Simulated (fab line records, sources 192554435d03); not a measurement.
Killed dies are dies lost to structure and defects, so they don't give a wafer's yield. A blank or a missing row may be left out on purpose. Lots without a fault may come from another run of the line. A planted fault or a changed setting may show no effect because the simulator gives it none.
Split-lot experiment | flow n5_finfet | 7 lots, 39 wafers read, on a route of 1938 steps

THE SPLIT
At N5_BEOL_M15_ILD_DEP_00 (deposits SiO2 from TEOS/O2, target thk 1629.3 nm, time 346.1 s), the setting target_thk_a was moved away from the recipe's 16293 angstrom on 12 of the 39 wafers read, by -57.4% to +22.9%. The other wafers ran this setting at the recipe's value.

The file shows no step between the split and the reading.

THE READING
M15_ILD_THK, in nm, at N5_BEOL_M15_THK_MEAS_01. Fault-free wafers of this fab line usually give 1630 nm, standard deviation 21 nm.

wafer  | tool, chamber at the split | target_thk_a as run, angstrom | against the recipe | M15_ILD_THK, nm | against lot-mates on the recipe
L076.1 | pecvd-02, 2                | 16293                         | recipe             | 1597            | -
L076.3 | pecvd-02, 0                | 16293                         | recipe             | 1602            | -
L076.4 | pecvd-02, 0                | 16293                         | recipe             | 1616            | -
L080.1 | pecvd-01, 0                | 16293                         | recipe             | 1609            | -
L080.2 | pecvd-01, 2                | 16293                         | recipe             | 1648            | -
L080.3 | pecvd-01, 1                | 16293                         | recipe             | 1615            | -
L080.4 | pecvd-01, 1                | 16293                         | recipe             | 1651            | -
L080.5 | pecvd-01, 0                | 16293                         | recipe             | 1649            | -
L080.6 | pecvd-01, 2                | 16293                         | recipe             | 1667            | -
L082.1 | pecvd-03, 1                | 16293                         | recipe             | 1631            | -
L082.2 | pecvd-03, 2                | 13840                         | -15.1%             | 1367            | -277
L082.3 | pecvd-03, 0                | 13840                         | -15.1%             | 1369            | -275
L082.4 | pecvd-03, 1                | 16293                         | recipe             | 1647            | -
L082.5 | pecvd-03, 2                | 16293                         | recipe             | 1655            | -
L082.6 | pecvd-03, 0                | 13840                         | -15.1%             | 1404            | -240
L083.1 | pecvd-03, 2                | 16293                         | recipe             | 1612            | -
L083.2 | pecvd-03, 0                | 16293                         | recipe             | 1613            | -
L083.3 | pecvd-03, 1                | 20020                         | +22.9%             | 1985            | +365
L083.4 | pecvd-03, 0                | 16293                         | recipe             | 1634            | -
L083.5 | pecvd-03, 2                | 20020                         | +22.9%             | 2003            | +383
L083.6 | pecvd-03, 1                | 20020                         | +22.9%             | 2010            | +390
L087.1 | pecvd-01, 1                | 16293                         | recipe             | 1623            | -
L087.2 | pecvd-01, 0                | 16293                         | recipe             | 1606            | -
L087.3 | pecvd-01, 2                | 6939                          | -57.4%             | 698             | -921
L087.4 | pecvd-01, 2                | 6939                          | -57.4%             | 708             | -911
L087.5 | pecvd-01, 0                | 6939                          | -57.4%             | 681             | -938
L087.6 | pecvd-01, 1                | 16293                         | recipe             | 1629            | -
L090.1 | pecvd-01, 0                | 12100                         | -25.7%             | 1206            | -440
L090.2 | pecvd-01, 1                | 12100                         | -25.7%             | 1213            | -433
L090.3 | pecvd-01, 2                | 12100                         | -25.7%             | 1223            | -423
L090.4 | pecvd-01, 1                | 16293                         | recipe             | 1643            | -
L090.5 | pecvd-01, 2                | 16293                         | recipe             | 1655            | -
L090.6 | pecvd-01, 0                | 16293                         | recipe             | 1640            | -
L092.1 | pecvd-01, 0                | 16293                         | recipe             | 1622            | -
L092.2 | pecvd-01, 2                | 16293                         | recipe             | 1626            | -
L092.3 | pecvd-01, 1                | 16293                         | recipe             | 1640            | -
L092.4 | pecvd-01, 1                | 16293                         | recipe             | 1653            | -
L092.5 | pecvd-01, 2                | 16293                         | recipe             | 1666            | -
L092.6 | pecvd-01, 0                | 16293                         | recipe             | 1636            | -

THE FIT
A straight line over all 39 wafers: M15_ILD_THK changes by +16.3 nm for each +1% of target_thk_a; r = +1.00; the points scatter about the line by 18 nm.
The same after taking each lot's own level away (the mean of its wafers on the recipe; 39 wafers): +16.3 nm for each +1%; r = +1.00; scatter 16 nm.
On that fit, the largest move of target_thk_a shifts the reading by 9.4e+02 nm.
The lots' own levels span 1605.0 to 1646.0 nm, that is 2.0 times the standard deviation above.
So the lot-to-lot level changes the slope little: the two slopes agree.
Check: with one of the wafers moved furthest among these (-57.4%) left out of the fit, the line predicts -941 nm for it against its lot-mates. It came out at -921 nm against them.

THE WHOLE CHAIN: every reading that the file lists as answering this split, in the file's order
step                    | what it does                                                   | reading                                                                             | change (the file's fit)              | r (the file's)
N5_BEOL_M15_ILD_DEP_00  | deposits SiO2 from TEOS/O2, target thk 1629.3 nm, time 346.1 s | SiO2_of_BEOL_M15_ILD_DEP_00.thk_nm (the simulator's own value, which no gauge read) | +16.3 nm for each +1% of the setting | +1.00
N5_BEOL_M15_THK_MEAS_01 |                                                                | M15_ILD_THK                                                                         | +16.3 for each +1% of the setting    | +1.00
N5_BEOL_M15_VIA_ETCH_16 | etches SiO2 in C4F8/O2/Ar, target depth 1792.2 nm              | etch.depth_nm (the simulator's own value, which no gauge read)                      | +16.3 nm for each +1% of the setting | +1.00
N5_BEOL_M15_VIA_ETCH_16 | etches SiO2 in C4F8/O2/Ar, target depth 1792.2 nm              | coat_of_BEOL_M15_COAT_04.thk_nm (the simulator's own value, which no gauge read)    | -3.88 nm for each +1% of the setting | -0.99

THE FILE'S OWN FIT
M15_ILD_THK changes by +16.3 nm for each +1% of target_thk_a, r = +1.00.
